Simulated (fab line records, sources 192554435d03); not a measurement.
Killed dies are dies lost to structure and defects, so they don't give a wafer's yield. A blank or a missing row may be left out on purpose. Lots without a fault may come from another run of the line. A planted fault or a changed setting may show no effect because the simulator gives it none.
Split-lot experiment | flow n5_finfet | 7 lots, 21 wafers read, on a route of 1938 steps

THE SPLIT
At N5_BEOL_M14_DEP_53 (deposits SiCN from 3MS/NH3, target thk 50 nm, time 17.8 s), the setting time_s was moved away from the recipe's 17.8 s on 5 of the 21 wafers read, by -6.7% to +7.8%. The other wafers ran this setting at the recipe's value.

The reading is taken at the split's own step.

THE READING
SiCN_of_BEOL_M14_DEP_53.thk_nm (the simulator's own value, which no gauge read), in nm, at N5_BEOL_M14_DEP_53 (deposits SiCN from 3MS/NH3, target thk 50 nm, time 17.8 s). The file gives no usual value for it. The 16 wafers here that ran the recipe average 49.9 nm, standard deviation 0.62 nm.

wafer  | tool, chamber at the split | time_s as run, s | against the recipe | SiCN_of_BEOL_M14_DEP_53.thk_nm, nm | against lot-mates on the recipe
L075.2 | pecvd-02, 1                | 18.95            | +6.5%              | 52                                 | +2.1
L075.4 | pecvd-02, 0                | 17.8             | recipe             | 50                                 | -
L075.5 | pecvd-02, 1                | 17.8             | recipe             | 49.8                               | -
L081.4 | pecvd-04, 0                | 19.19            | +7.8%              | 54.4                               | +4.4
L081.5 | pecvd-04, 1                | 17.8             | recipe             | 49.8                               | -
L081.6 | pecvd-04, 2                | 17.8             | recipe             | 50.2                               | -
L082.2 | pecvd-03, 1,2              | 17.8             | recipe             | 49                                 | -
L082.3 | pecvd-03, 1,2              | 17.8             | recipe             | 49                                 | -
L082.6 | pecvd-03, 0                | 17.8             | recipe             | 50.2                               | -
L085.1 | pecvd-02, 0                | 17.8             | recipe             | 49.6                               | -
L085.2 | pecvd-02, 1                | 17.8             | recipe             | 50.2                               | -
L085.5 | pecvd-02, 1                | 17.8             | recipe             | 50.6                               | -
L088.2 | pecvd-03, 0                | 16.61            | -6.7%              | 45.8                               | -5.2
L088.5 | pecvd-03, 1,2              | 17.8             | recipe             | 51                                 | -
L088.6 | pecvd-03, 1,2              | 17.8             | recipe             | 51                                 | -
L093.2 | pecvd-02, 1                | 17.8             | recipe             | 49                                 | -
L093.4 | pecvd-02, 1                | 17.8             | recipe             | 49.8                               | -
L093.6 | pecvd-02, 2                | 17.8             | recipe             | 49.2                               | -
L095.1 | pecvd-03, 0                | 18.97            | +6.6%              | 52.8                               | +3.0
L095.3 | pecvd-03, 2                | 18.97            | +6.6%              | 54                                 | +4.2
L095.4 | pecvd-03, 0                | 17.8             | recipe             | 49.8                               | -
Where a row lists several chambers, the file gives one row for several wafers and doesn't say which wafer went through which chamber.

THE FIT
A straight line over all 21 wafers: SiCN_of_BEOL_M14_DEP_53.thk_nm changes by +0.529 nm for each +1% of time_s; r = +0.93; the points scatter about the line by 0.69 nm.
The same after taking each lot's own level away (the mean of its wafers on the recipe; 21 wafers): +0.57 nm for each +1%; r = +0.96; scatter 0.59 nm.
On that fit, the largest move of time_s shifts the reading by 4.5 nm.
The lots' own levels span 49.33 to 51.00 nm, that is 2.7 times the standard deviation above.
So the lot-to-lot level changes the slope little: the two slopes agree.
Check: with one of the wafers moved furthest among these (+7.8%) left out of the fit, the line predicts +4.26 nm for it against its lot-mates. It came out at +4.4 nm against them.

OTHER SPLITS ON THESE WAFERS
These wafers also went through other splits before the reading. Each is held against what the fit with the lots' levels taken away leaves over:
other split on the same wafers    | wafers away from the commonest value | r with SiCN_of_BEOL_M14_DEP_53.thk_nm (lot level and that fit taken away)
N5_BEOL_M12_SPUTTER_44 time_s     | 6                                    | +0.14
N5_BEOL_M13_CMP_49 down_force_psi | 6                                    | +0.09

THE FILE'S OWN FIT
SiCN_of_BEOL_M14_DEP_53.thk_nm changes by +0.558 nm for each +1% of time_s, r = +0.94.
